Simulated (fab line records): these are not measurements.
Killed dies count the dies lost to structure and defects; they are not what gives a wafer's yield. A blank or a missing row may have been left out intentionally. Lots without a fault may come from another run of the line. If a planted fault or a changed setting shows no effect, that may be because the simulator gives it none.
Split-lot trial :: flow n5 finfet :: 39 wafers read from 7 lots, route of 1938 steps

## ABOUT THE SPLIT
At N5_PASSIVATION_PECVD_35 (deposits SiNx from SiH4/NH3/N2, target thk 700 nm, time 151.3 s), the setting time s was moved away from the recipe's 151.3 s on 15 of the 39 wafers read, by -47.5% to +54.8%. The other wafers ran this setting at the recipe's value.

The split's own step is where the reading is taken.

## THE READING
SiNx_of_PASSIVATION_PECVD_35.thk nm (the simulator's own value, which no gauge read), in nm, at N5_PASSIVATION_PECVD_35 (deposits SiNx from SiH4/NH3/N2, target thk 700 nm, time 151.3 s). No usual value for it is given in the file. Average 693.8 nm, standard deviation 12 nm, over the 24 wafers here run with the recipe.

wafer: L081.1
tool, chamber at the split: pecvd-02, 1
time s as run, s: 182.4
against the recipe: +20.6%
SiNx_of_PASSIVATION_PECVD_35.thk nm, nm: 832.2
against lot-mates on the recipe: +137.5

wafer: L081.2
tool, chamber at the split: pecvd-02, 2
time s as run, s: 151.3
against the recipe: recipe
SiNx_of_PASSIVATION_PECVD_35.thk nm, nm: 695.8
against lot-mates on the recipe: -

wafer: L081.3
tool, chamber at the split: pecvd-02, 0
time s as run, s: 151.3
against the recipe: recipe
SiNx_of_PASSIVATION_PECVD_35.thk nm, nm: 688.2
against lot-mates on the recipe: -

wafer: L081.4
tool, chamber at the split: pecvd-02, 2
time s as run, s: 182.4
against the recipe: +20.6%
SiNx_of_PASSIVATION_PECVD_35.thk nm, nm: 843
against lot-mates on the recipe: +148.3

wafer: L081.5
tool, chamber at the split: pecvd-02, 0
time s as run, s: 182.4
against the recipe: +20.6%
SiNx_of_PASSIVATION_PECVD_35.thk nm, nm: 828.8
against lot-mates on the recipe: +134.1

wafer: L081.6
tool, chamber at the split: pecvd-02, 1
time s as run, s: 151.3
against the recipe: recipe
SiNx_of_PASSIVATION_PECVD_35.thk nm, nm: 700
against lot-mates on the recipe: -

wafer: L077.1
tool, chamber at the split: pecvd-04, 0
time s as run, s: 151.3
against the recipe: recipe
SiNx_of_PASSIVATION_PECVD_35.thk nm, nm: 685.4
against lot-mates on the recipe: -

wafer: L077.2
tool, chamber at the split: pecvd-04, 1
time s as run, s: 234.2
against the recipe: +54.8%
SiNx_of_PASSIVATION_PECVD_35.thk nm, nm: 1059
against lot-mates on the recipe: +365.9

wafer: L077.3
tool, chamber at the split: pecvd-04, 1
time s as run, s: 234.2
against the recipe: +54.8%
SiNx_of_PASSIVATION_PECVD_35.thk nm, nm: 1072
against lot-mates on the recipe: +378.9

wafer: L077.4
tool, chamber at the split: pecvd-04, 0
time s as run, s: 151.3
against the recipe: recipe
SiNx_of_PASSIVATION_PECVD_35.thk nm, nm: 696.2
against lot-mates on the recipe: -

wafer: L077.5
tool, chamber at the split: pecvd-04, 1
time s as run, s: 234.2
against the recipe: +54.8%
SiNx_of_PASSIVATION_PECVD_35.thk nm, nm: 1073
against lot-mates on the recipe: +379.9

wafer: L077.6
tool, chamber at the split: pecvd-04, 0
time s as run, s: 151.3
against the recipe: recipe
SiNx_of_PASSIVATION_PECVD_35.thk nm, nm: 697.6
against lot-mates on the recipe: -

wafer: L082.2
tool, chamber at the split: pecvd-04, 2
time s as run, s: 151.3
against the recipe: recipe
SiNx_of_PASSIVATION_PECVD_35.thk nm, nm: 711
against lot-mates on the recipe: -

wafer: L082.3
tool, chamber at the split: pecvd-04, 0
time s as run, s: 151.3
against the recipe: recipe
SiNx_of_PASSIVATION_PECVD_35.thk nm, nm: 690.8
against lot-mates on the recipe: -

wafer: L082.5
tool, chamber at the split: pecvd-04, 0
time s as run, s: 151.3
against the recipe: recipe
SiNx_of_PASSIVATION_PECVD_35.thk nm, nm: 703
against lot-mates on the recipe: -

wafer: L088.1
tool, chamber at the split: pecvd-01, 2
time s as run, s: 125.2
against the recipe: -17.3%
SiNx_of_PASSIVATION_PECVD_35.thk nm, nm: 597.4
against lot-mates on the recipe: -112.0

wafer: L088.2
tool, chamber at the split: pecvd-01, 0
time s as run, s: 125.2
against the recipe: -17.3%
SiNx_of_PASSIVATION_PECVD_35.thk nm, nm: 582.4
against lot-mates on the recipe: -127.0

wafer: L088.3
tool, chamber at the split: pecvd-01, 1
time s as run, s: 151.3
against the recipe: recipe
SiNx_of_PASSIVATION_PECVD_35.thk nm, nm: 699.6
against lot-mates on the recipe: -

wafer: L088.4
tool, chamber at the split: pecvd-01, 1
time s as run, s: 151.3
against the recipe: recipe
SiNx_of_PASSIVATION_PECVD_35.thk nm, nm: 712
against lot-mates on the recipe: -

wafer: L088.5
tool, chamber at the split: pecvd-01, 0
time s as run, s: 125.2
against the recipe: -17.3%
SiNx_of_PASSIVATION_PECVD_35.thk nm, nm: 592.4
against lot-mates on the recipe: -117.0

wafer: L088.6
tool, chamber at the split: pecvd-01, 2
time s as run, s: 151.3
against the recipe: recipe
SiNx_of_PASSIVATION_PECVD_35.thk nm, nm: 716.6
against lot-mates on the recipe: -

wafer: L091.1
tool, chamber at the split: pecvd-01, 1
time s as run, s: 175.9
against the recipe: +16.3%
SiNx_of_PASSIVATION_PECVD_35.thk nm, nm: 804.6
against lot-mates on the recipe: +106.8

wafer: L091.2
tool, chamber at the split: pecvd-01, 2
time s as run, s: 175.9
against the recipe: +16.3%
SiNx_of_PASSIVATION_PECVD_35.thk nm, nm: 815.2
against lot-mates on the recipe: +117.4

wafer: L091.3
tool, chamber at the split: pecvd-01, 0
time s as run, s: 151.3
against the recipe: recipe
SiNx_of_PASSIVATION_PECVD_35.thk nm, nm: 690
against lot-mates on the recipe: -

wafer: L091.4
tool, chamber at the split: pecvd-01, 0
time s as run, s: 175.9
against the recipe: +16.3%
SiNx_of_PASSIVATION_PECVD_35.thk nm, nm: 812.2
against lot-mates on the recipe: +114.4

wafer: L091.5
tool, chamber at the split: pecvd-01, 1
time s as run, s: 151.3
against the recipe: recipe
SiNx_of_PASSIVATION_PECVD_35.thk nm, nm: 696.8
against lot-mates on the recipe: -

wafer: L091.6
tool, chamber at the split: pecvd-01, 2
time s as run, s: 151.3
against the recipe: recipe
SiNx_of_PASSIVATION_PECVD_35.thk nm, nm: 706.6
against lot-mates on the recipe: -

wafer: L096.1
tool, chamber at the split: pecvd-01, 0
time s as run, s: 151.3
against the recipe: recipe
SiNx_of_PASSIVATION_PECVD_35.thk nm, nm: 687.4
against lot-mates on the recipe: -

wafer: L096.2
tool, chamber at the split: pecvd-01, 1
time s as run, s: 151.3
against the recipe: recipe
SiNx_of_PASSIVATION_PECVD_35.thk nm, nm: 688
against lot-mates on the recipe: -

wafer: L096.3
tool, chamber at the split: pecvd-01, 2
time s as run, s: 79.49
against the recipe: -47.5%
SiNx_of_PASSIVATION_PECVD_35.thk nm, nm: 363.2
against lot-mates on the recipe: -330.2

wafer: L096.4
tool, chamber at the split: pecvd-01, 2
time s as run, s: 151.3
against the recipe: recipe
SiNx_of_PASSIVATION_PECVD_35.thk nm, nm: 704.8
against lot-mates on the recipe: -

wafer: L096.5
tool, chamber at the split: pecvd-01, 0
time s as run, s: 79.49
against the recipe: -47.5%
SiNx_of_PASSIVATION_PECVD_35.thk nm, nm: 363.4
against lot-mates on the recipe: -330.0

wafer: L096.6
tool, chamber at the split: pecvd-01, 1
time s as run, s: 79.49
against the recipe: -47.5%
SiNx_of_PASSIVATION_PECVD_35.thk nm, nm: 362.6
against lot-mates on the recipe: -330.8

wafer: L097.1
tool, chamber at the split: pecvd-02, 1
time s as run, s: 151.3
against the recipe: recipe
SiNx_of_PASSIVATION_PECVD_35.thk nm, nm: 676.8
against lot-mates on the recipe: -

wafer: L097.2
tool, chamber at the split: pecvd-02, 0
time s as run, s: 151.3
against the recipe: recipe
SiNx_of_PASSIVATION_PECVD_35.thk nm, nm: 670.8
against lot-mates on the recipe: -

wafer: L097.3
tool, chamber at the split: pecvd-02, 0
time s as run, s: 151.3
against the recipe: recipe
SiNx_of_PASSIVATION_PECVD_35.thk nm, nm: 678.8
against lot-mates on the recipe: -

wafer: L097.4
tool, chamber at the split: pecvd-02, 1
time s as run, s: 151.3
against the recipe: recipe
SiNx_of_PASSIVATION_PECVD_35.thk nm, nm: 690.2
against lot-mates on the recipe: -

wafer: L097.5
tool, chamber at the split: pecvd-02, 1
time s as run, s: 151.3
against the recipe: recipe
SiNx_of_PASSIVATION_PECVD_35.thk nm, nm: 690
against lot-mates on the recipe: -

wafer: L097.6
tool, chamber at the split: pecvd-02, 0
time s as run, s: 151.3
against the recipe: recipe
SiNx_of_PASSIVATION_PECVD_35.thk nm, nm: 675.8
against lot-mates on the recipe: -

THE FIT
A straight line over all 39 wafers: SiNx_of_PASSIVATION_PECVD_35.thk nm changes by +6.85 nm for each +1% of time s; r = +1.00; the points scatter about the line by 11 nm.
The same after taking each lot's own level away (the mean of its wafers on the recipe; 39 wafers): +6.89 nm for each +1%; r = +1.00; scatter 6.6 nm.
According to that fit, moving time s by its largest amount changes the reading by 3.8e+02 nm.
The span of the lots' own levels, 680.40 to 709.40 nm, comes to 2.5 times the standard deviation stated above.
So the lot-to-lot level changes the slope little: the two slopes agree.
Check: with one of the wafers moved furthest among these (+54.8%) left out of the fit, the line predicts +379 nm for it against its lot-mates. Against them it came out at +366 nm.

## THESE WAFERS: OTHER SPLITS
Note: prior to the reading, these wafers also went through further splits. Each is held against what the fit with the lots' levels taken away leaves over:
other split on the same wafers: N5_BEOL_M11_ILD_DEP_00 time s
wafers away from the commonest value: 12
r with SiNx_of_PASSIVATION_PECVD_35.thk nm (lot level and that fit taken away): -0.18

other split on the same wafers: N5_BEOL_M14_ILD_DEP_00 target thk a
wafers away from the commonest value: 12
r with SiNx_of_PASSIVATION_PECVD_35.thk nm (lot level and that fit taken away): +0.03

## FILE'S OWN FIT
SiNx_of_PASSIVATION_PECVD_35.thk nm changes by +6.89 nm for each +1% of time s, r = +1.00.
